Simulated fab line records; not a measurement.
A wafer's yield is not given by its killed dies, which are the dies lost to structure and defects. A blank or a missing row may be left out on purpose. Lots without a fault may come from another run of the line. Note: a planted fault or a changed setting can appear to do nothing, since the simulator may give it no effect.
A struck lot beside a sound one    flow n5-finfet    15 out of 1938 route steps
Sound: these wafers, L197.2, L197.4, L197.5. Struck: wafer L198.5 (left out: L198.3, a lot-mate that was not struck); the cause follows at the end.
Each step with rows lists, per side, the tool, then ch with its chambers, then its first start. Under that, the readings that differ: sound wafers    struck wafers    difference of the means    sigmas: that difference in standard deviations of wafers without a fault.
alike: a reading whose means differ by less than 2 such deviations, as well as words and numbers matching on both sides. not compared: withheld readings; readings where some wafer has no value; bounds like >300 that might hide an equal value; numbers whose values overlap and for which the record gives no deviation.
A row with sigmas, a row that says differs or no value, or rows on one side alone: a step with any of these is where the two part. When numbers do not overlap yet have no deviation, they are printed without sigmas and do not part them. Lack of a reading on every wafer of one side parts them only where that side has two or more wafers.

first, 2 steps without rows for these wafers: N5_BEOL_M14_ETCH_68 (etches SOC in N2/H2, time 450 s); N5_BEOL_M14_STRIP_69 (strips in N2/H2).
N5_BEOL_M14_TRENCH_ETCH_34: etches SiO2 in C4F8/O2/Ar, target depth 556.65 nm, time 126.9 s.
  sound on rie-diel-04 ch 1,3, day 13 11:58; struck on rie-diel-05 ch 2, day 14 11:02
  alike: drypump-motor-current-A, oes-product-au, rf-vpp-V, showerhead-plenum-p-Torr, throttle-valve-pct
  not compared: rf-hours-counter-h
then, 1 step without rows for these wafers: N5_BEOL_M14_STRIP_70 (strips in C4F8/O2/Ar).
N5_BEOL_M14_OCD_MEAS_35:
  struck on ocd-02, day 14 11:11; sound on ocd-02, day 13 12:08
  alike: trench-depth-nm
then, 1 step without rows for these wafers: N5_BEOL_M14_STRIP_37 (strips in O2).
N5_BEOL_M14_ETCH_38: etches SiCN in CF4/N2, target depth 106.5 nm, time 120.6 s.
  sound on rie-diel-04 ch 0,3; struck on rie-diel-04 ch 1
  alike: cf4-flow-sccm, drypump-motor-current-A, oes-product-au, rf-vpp-V, showerhead-plenum-p-Torr, throttle-valve-pct
  not compared: rf-hours-counter-h
then, 2 steps without rows for these wafers: N5_BEOL_M14_PRECLEAN_39 (cleans in residue remover, time 60 s); N5_BEOL_M14_SRD_40 (time 30 s, dry time 30 s).
N5_BEOL_M14_DEGAS_41: time 60 s.
  struck on pvd-sputter-03, day 14 12:27; sound on pvd-sputter-03, day 13 14:54
  alike: heater-power-w
N5_BEOL_M14_PRE_CLEAN_42: time 30 s.
  struck on pvd-sputter-03, day 14 12:29; sound on pvd-sputter-03, day 13 14:56
  alike: heater-power-w
then, 1 step without rows for these wafers: N5_BEOL_M14_SPUTTER_43 (material TaN, target thk 15 nm, time 24.19 s).
N5_BEOL_M14_SPUTTER_44: material Ta, target thk 15 nm, time 24.19 s.
  struck on pvd-sputter-03, day 14 12:37; sound on pvd-sputter-03, day 13 15:04
reading                                      sound         struck  difference  sigmas
model.Ta_of_BEOL_M14_SPUTTER_44.thk-nm (nm)  15.2 15.2 15  17.4    +2.3        
  alike: cathode-dc-power-W, throttle-valve-pct
N5_BEOL_M14_SPUTTER_45: material Cu, target thk 100 nm, time 16.67 s.
  struck on pvd-sputter-03, day 14 12:41; sound on pvd-sputter-03, day 13 15:08
  alike: cathode-dc-power-W, throttle-valve-pct
N5_PASSIVATION_PROBE_49:
  rows exist in the record for the sound wafers here (prober-02, day 14 19:58), none for the struck ones

WHERE THEY PART
At N5_PASSIVATION_PROBE_49 and nowhere else, as far as this record goes.

WHY: the cause the simulator had injected
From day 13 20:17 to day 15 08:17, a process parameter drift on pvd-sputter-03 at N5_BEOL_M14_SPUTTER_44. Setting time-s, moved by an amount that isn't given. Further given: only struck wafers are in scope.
